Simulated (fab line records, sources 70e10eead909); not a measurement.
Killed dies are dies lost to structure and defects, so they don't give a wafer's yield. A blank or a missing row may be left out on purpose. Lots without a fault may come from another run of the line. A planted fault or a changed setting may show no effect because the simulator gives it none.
Chamber matching | flow nand_harc | NHARC_A_SGD_CUT_DESCUM_14 on rie_diel-12: 4 sister chambers
The step chemistry O2, time 3 s. 14 wafers are shown with their chamber, then 7 later ones without.

WAFERS WITH THEIR CHAMBER
wafer  | chamber | drypump_motor_current_A (A) | oes_product_au (a.u.) | throttle_valve_pct (%)
L074.1 | 0       | 6.7                         | 1.000                 | 11.322
L074.4 | 0       | 6.7                         | 0.996                 | 11.299
L074.6 | 1       | 5.4                         | 1.003                 | 11.324
L083.1 | 0       | 6.7                         | 1.002                 | 11.304
L083.3 | 1       | 5.4                         | 1.016                 | 11.290
L083.5 | 1       | 5.4                         | 1.008                 | 11.314
L084.3 | 1       | 5.4                         | 0.990                 | 11.297
L084.5 | 1       | 5.5                         | 1.002                 | 11.326
L084.6 | 2       | 5.7                         | 0.995                 | 11.299
L085.1 | 1       | 5.5                         | 1.001                 | 11.313
L085.3 | 0       | 6.7                         | 0.992                 | 11.334
L085.5 | 0       | 6.7                         | 1.006                 | 11.322
L091.1 | 3       | 5.7                         | 0.989                 | 11.292
L091.2 | 2       | 5.8                         | 0.995                 | 11.314

SIGNATURES (means of the wafers above)
reading                 | chamber 0 | chamber 1 | chamber 2 | chamber 3 | scatter within a chamber
drypump_motor_current_A | 6.700     | 5.433     | 5.750     | 5.700     | 0.0428
oes_product_au          | 0.99920   | 1.00333   | 0.99500   | 0.98900   | 0.00696
throttle_valve_pct      | 11.31620  | 11.31067  | 11.30650  | 11.29200  | 0.0141
Rule: a wafer's distance from a chamber is the root of the sum, over the readings, of the square of ((its reading less the chamber's mean) divided by the reading's scatter). The wafer belongs to the nearest chamber; if the next one is less than 2 further off, it can't be placed. The scatter: the root of (the sum of the squares of (reading less its chamber's mean) over the shown wafers, divided by (wafers less chambers)).

WAFERS WITHOUT THEIR CHAMBER
wafer  | drypump_motor_current_A (A) | oes_product_au (a.u.) | throttle_valve_pct (%)
L091.3 | 6.7                         | 0.998                 | 11.311
L092.1 | 5.4                         | 0.995                 | 11.317
L092.4 | 5.7                         | 0.998                 | 11.310
L092.5 | 5.4                         | 0.995                 | 11.321
L095.1 | 5.7                         | 0.993                 | 11.313
L095.2 | 5.4                         | 0.997                 | 11.330
L095.3 | 5.8                         | 0.999                 | 11.310

WHICH CHAMBER EACH WENT THROUGH
wafer  | from the rows above     | in truth
L091.3 | 0                       | 0
L092.1 | 1                       | 1
L092.4 | can't be placed: 2 or 3 | 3
L092.5 | 1                       | 1
L095.1 | can't be placed: 2 or 3 | 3
L095.2 | 1                       | 1
L095.3 | can't be placed: 2 or 3 | 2
Placed correctly: 4 of 7. Can't be placed from these rows: 3 (the true chamber is among the candidates in 3). Placed wrongly: 0.
